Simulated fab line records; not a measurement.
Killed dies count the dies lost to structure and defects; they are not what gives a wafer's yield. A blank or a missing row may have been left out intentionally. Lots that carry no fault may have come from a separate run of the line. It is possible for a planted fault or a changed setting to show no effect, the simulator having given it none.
3 desks looking at one fault | flow n5-finfet | each desk has only its own numbers; what lay behind them comes last

AT THE TOOL OWNER'S DESK: rie-diel-06
The tool's own readings at N5_BEOL_M8_ETCH_66 (etches SOC in N2/H2, target depth 80 nm, overetch 16 nm, time 120 s): means of the sampled wafers that have a number, for each lot that ran on this tool. Any lot whose mean is over 4 standard deviations away from the usual mean is out of limits and marked OUT; that distance is given in the brackets.
Columns: A = drypump-motor-current-A at N5_BEOL_M8_ETCH_66, usual 5.5 A; B = oes-product-au at N5_BEOL_M8_ETCH_66, usual 0.60 a.u.; C = rf-fwd-power-W at N5_BEOL_M8_ETCH_66, usual 835 W; D = rf-vpp-V at N5_BEOL_M8_ETCH_66, usual 523.8 V; E = showerhead-plenum-p-Torr at N5_BEOL_M8_ETCH_66, usual 2.54 Torr; F = throttle-valve-pct at N5_BEOL_M8_ETCH_66, usual 17.85 %
lot  | first seen here | A   | B    | C              | D               | E    | F
L175 | day 9 18:26     | 5.0 | 0.59 | 837            | 523.8           | 2.52 | 17.87
L193 | day 13 13:10    | 5.2 | 0.57 | 1038 (+66) OUT | 486.8 (-14) OUT | 2.53 | 18.04
L194 | day 14 09:49    | 5.2 | 0.56 | 1037 (+65) OUT | 487.2 (-14) OUT | 2.53 | 18.05
This desk finds L193, L194 out of limits, L193 being first, at day 13 13:10 (rf-fwd-power-W at N5_BEOL_M8_ETCH_66). L175: within limits.

THE DEFECT DESK
What the inspections along the route counted, lot by lot: means of the sampled wafers that have a number. Any lot whose mean is over 4 standard deviations away from the usual mean is out of limits and marked OUT; that distance is given in the brackets.
Columns: A = raw-defect-count at N5_BEOL_M8_INSPECT_30, usual 402
lot  | first seen here | A
L175 | day 9 18:16     | 400
L182 | day 10 23:18    | 451
L193 | day 13 12:59    | 332
L194 | day 14 09:42    | 356
L196 | day 14 20:40    | 439
L197 | day 15 01:38    | 320
Result from this desk: across the 6 lots, nothing is out of limits.

THE METROLOGY DESK
Means of the sampled wafers that have a number, per lot and without regard to the tool the lot ran on: this is what the gauges read. Any lot whose mean is over 4 standard deviations away from the usual mean is out of limits and marked OUT; that distance is given in the brackets.
Columns: A = cd-nm at N5_BEOL_M8_CD_MEAS_28, usual 40.04 nm; B = V7_OVL at N5_BEOL_M8_OVL_MEAS_29, usual -0.3 nm
lot  | first seen here | A     | B
L175 | day 9 18:10     | 39.90 | 0.4
L182 | day 10 23:13    | 40.20 | -0.2
L193 | day 13 12:54    | 40.08 | -0.5
L194 | day 14 09:37    | 40.07 | -0.7
L196 | day 14 20:35    | 39.98 | -0.4
L197 | day 15 01:32    | 40.00 | -0.8
Result from this desk: across the 6 lots, nothing is out of limits.

PUT TOGETHER
At day 13 13:10, on L193, L194, the tool owner's desk was in a position to raise an alarm.
The defect desk saw nothing out of limits.
Nothing out of limits was seen by the metrology desk.
The defect desk has L193, L194 on record, within its limits.
The metrology desk has L193, L194 on record, within its limits.
Every lot named ran N5_BEOL_M8_ETCH_66 on rie-diel-06.

WHAT THE SIMULATOR HAD PUT IN
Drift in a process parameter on rie-diel-06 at N5_BEOL_M8_ETCH_66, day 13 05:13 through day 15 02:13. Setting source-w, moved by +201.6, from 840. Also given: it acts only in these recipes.
Struck lots among those shown: L193, L194.
Hours from the fault's start to each desk's first reading out of limits: the tool owner's desk, 8.
